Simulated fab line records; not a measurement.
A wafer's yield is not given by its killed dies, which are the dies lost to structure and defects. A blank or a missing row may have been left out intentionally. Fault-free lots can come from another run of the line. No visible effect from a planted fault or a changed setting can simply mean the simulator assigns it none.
Comparing a struck lot with a sound one -- flow nandHarc -- 15 out of 1159 route steps
Sound: these wafers, L370.2, L370.5, L370.6. Struck: wafer L369.6 (L369.2, L369.5, from the same lot, were not struck and are left out); the cause is given at the end.
For every step that has rows: the tool of each side, followed by ch and its chambers, followed by its first start. Under that, the readings that differ: sound wafers -- struck wafers -- difference of the means -- sigmas: that difference in standard deviations of wafers without a fault.
alike: a reading whose means differ by less than 2 such deviations, as well as words and numbers matching on both sides. not compared: withheld readings; readings where some wafer has no value; bounds like >300 that might hide an equal value; numbers whose values overlap and for which the record gives no deviation.
A row with sigmas, a row that says differs or no value, or rows on one side alone: a step with any of these is where the two part. When numbers do not overlap yet have no deviation, they are printed without sigmas and do not part them. A reading that every wafer of one side lacks parts them only if that side has two wafers or more.

first, 7 steps without rows for these wafers: NHARC_A_BLC_COAT_03 (time 65 s); NHARC_A_BLC_COAT_04 (resist thk 90 nm); NHARC_A_BLC_SOFTBAKE_05 (time 55 s); NHARC_A_BLC_EBR_06; NHARC_A_BLC_EXPOSE_07 (exposes mask A BLC, target cd 100 nm); NHARC_A_BLC_PEB_08 (peb time 65 s); NHARC_A_BLC_DEVELOP_09 (develop time 35 s).
NHARC_A_BLC_CD_MEAS_10: the cd target is 100 nm.
  sound on cdSem-01 ch 0, day 22 11:36; struck on cdSem-01 ch 0, day 22 10:26
  alike: cdNm
NHARC_A_BLC_OVL_MEAS_11:
  struck on overlay-01, day 22 10:32; sound on overlay-02, day 22 11:41
reading,sound,struck,difference,sigmas
overlayXNm (nm),-0.2 -0.9 -0.3,1.6,+2.1,+2
  alike: overlayYNm
NHARC_A_BLC_INSPECT_12:
  struck on defectInspect-02, day 22 10:34; sound on defectInspect-01, day 22 11:44
  alike: rawDefectCount
NHARC_A_BLC_DESCUM_15: chemistry O2, time 3 s.
  sound on rieDiel-13 ch 0,3, day 22 11:49; struck on rieDiel-12 ch 0, day 22 10:38
  alike: drypumpMotorCurrentA, oesProductAu, rfVppV, showerheadPlenumPTorr, throttleValvePct
  not compared: rfHoursCounterH
NHARC_A_BLC_ETCH_16: etches the open film in CF4, target depth 39 nm, time 65 s.
  sound on rieDiel-13 ch 1,2,3, day 22 11:54; struck on rieDiel-12 ch 3, day 22 10:44
reading,sound,struck,difference,sigmas
throttleValvePct (%),13.283 13.289 13.288,13.266,-0.021,-2
  alike: drypumpMotorCurrentA, oesProductAu, rfVppV, runLengthS, showerheadPlenumPTorr
  not compared: rfHoursCounterH
NHARC_A_BLC_ETCH_17: etches the open film in N2/H2, target depth 390 nm, time 609.38 s.
  sound on rieDiel-13 ch 0,3, day 22 11:59; struck on rieDiel-12 ch 1, day 22 10:51
reading,sound,struck,difference,sigmas
runLengthS (s),630.9 630.8 630.7,391.3,-239.5,-99 or more
model.A_BLC.cdNm (nm),99.8 99.71 102.4,102.6,+2.0,
  alike: drypumpMotorCurrentA, n2FlowSccm, oesProductAu, rfVppV, showerheadPlenumPTorr, throttleValvePct
  not compared: rfHoursCounterH
NHARC_A_BLC_ETCH_18: etches the open film in C4F8/O2/Ar, target depth 910 nm.
  sound: rieDiel-13 ch 0,1,2; struck: rieDiel-12 ch 1
  alike: oesProductAu, rfVppV
  not compared: rfHoursCounterH, model.A_BLC.cdNm
NHARC_A_BLC_CD_MEAS_19:
  struck on cdSem-03, day 22 11:37; sound on cdSem-02, day 22 12:46
  alike: cdNm

WHERE THEY PART
At NHARC_A_BLC_OVL_MEAS_11 first; at NHARC_A_BLC_ETCH_17 last (within this record only). Later steps at which nothing parts them and some readings are alike: NHARC_A_BLC_ETCH_18, NHARC_A_BLC_CD_MEAS_19.

WHY: the cause the simulator had injected
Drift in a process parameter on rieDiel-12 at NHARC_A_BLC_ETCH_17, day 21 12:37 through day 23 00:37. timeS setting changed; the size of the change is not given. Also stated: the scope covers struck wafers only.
